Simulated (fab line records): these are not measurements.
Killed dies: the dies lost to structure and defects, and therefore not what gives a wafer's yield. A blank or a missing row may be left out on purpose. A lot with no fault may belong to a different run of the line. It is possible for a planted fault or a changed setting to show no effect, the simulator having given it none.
Matching of chambers -- flow n5_finfet -- N5_BEOL_M0_SAQP_STRIP_108 on rie_diel-05 has 4 sister chambers
The step strips in N2/H2. 20 wafers are shown with their chamber, then 10 later ones without.

== WAFERS PAIRED WITH THEIR CHAMBERS ==
wafer,chamber,showerhead_plenum_p_Torr (Torr),drypump_motor_current_A (A),throttle_valve_pct (%)
L074.1,0,3.56,5.8,18.61
L074.3,1,3.55,5.6,18.81
L074.5,1,3.55,5.6,18.80
L075.2,0,3.56,5.8,18.62
L075.4,1,3.55,5.6,18.80
L075.6,0,3.56,5.8,18.61
L080.1,1,3.55,5.6,18.83
L080.3,2,3.56,5.1,18.86
L080.5,3,3.27,6.1,18.60
L081.1,3,3.27,6.2,18.61
L081.2,0,3.55,5.8,18.63
L081.6,3,3.27,6.1,18.61
L084.2,2,3.55,5.0,18.88
L084.5,1,3.54,5.6,18.85
L084.6,2,3.55,5.0,18.89
L085.2,1,3.54,5.6,18.84
L085.5,3,3.26,6.2,18.64
L085.6,0,3.55,5.8,18.66
L089.1,3,3.26,6.1,18.65
L089.4,0,3.55,5.8,18.67

SIGNATURES (means of the wafers above)
reading,chamber 0,chamber 1,chamber 2,chamber 3,scatter within a chamber
showerhead_plenum_p_Torr,3.5550,3.5467,3.5533,3.2660,0.00542
drypump_motor_current_A,5.800,5.600,5.033,6.140,0.0342
throttle_valve_pct,18.6333,18.8217,18.8767,18.6220,0.0223
Rule: a wafer's distance from a chamber is the root of the sum, over the readings, of the square of ((its reading less the chamber's mean) divided by the reading's scatter). If the next closest chamber is less than 2 further off than the closest, the wafer can't be placed; otherwise it belongs to the closest. How the scatter is found: for the shown wafers, subtract from each reading the mean of its chamber, square and add these, divide the total by (wafers less chambers), then take the root.

== WAFERS WITHOUT THEIR CHAMBER ==
wafer,showerhead_plenum_p_Torr (Torr),drypump_motor_current_A (A),throttle_valve_pct (%)
L089.6,3.54,5.6,18.87
L093.2,3.25,6.1,18.65
L093.3,3.54,5.6,18.86
L093.4,3.55,5.0,18.88
L094.3,3.53,5.6,18.86
L094.5,3.55,5.0,18.90
L094.6,3.25,6.2,18.66
L097.3,3.54,5.8,18.67
L097.4,3.54,5.8,18.66
L097.5,3.53,5.6,18.87

== WHICH CHAMBER EACH ONE RAN IN ==
wafer,from the rows above,in truth
L089.6,1,1
L093.2,3,3
L093.3,1,1
L093.4,2,2
L094.3,1,1
L094.5,2,2
L094.6,3,3
L097.3,0,0
L097.4,0,0
L097.5,1,1
Placed correctly: 10 of 10. Can't be placed from these rows: 0. Placed wrongly: 0.
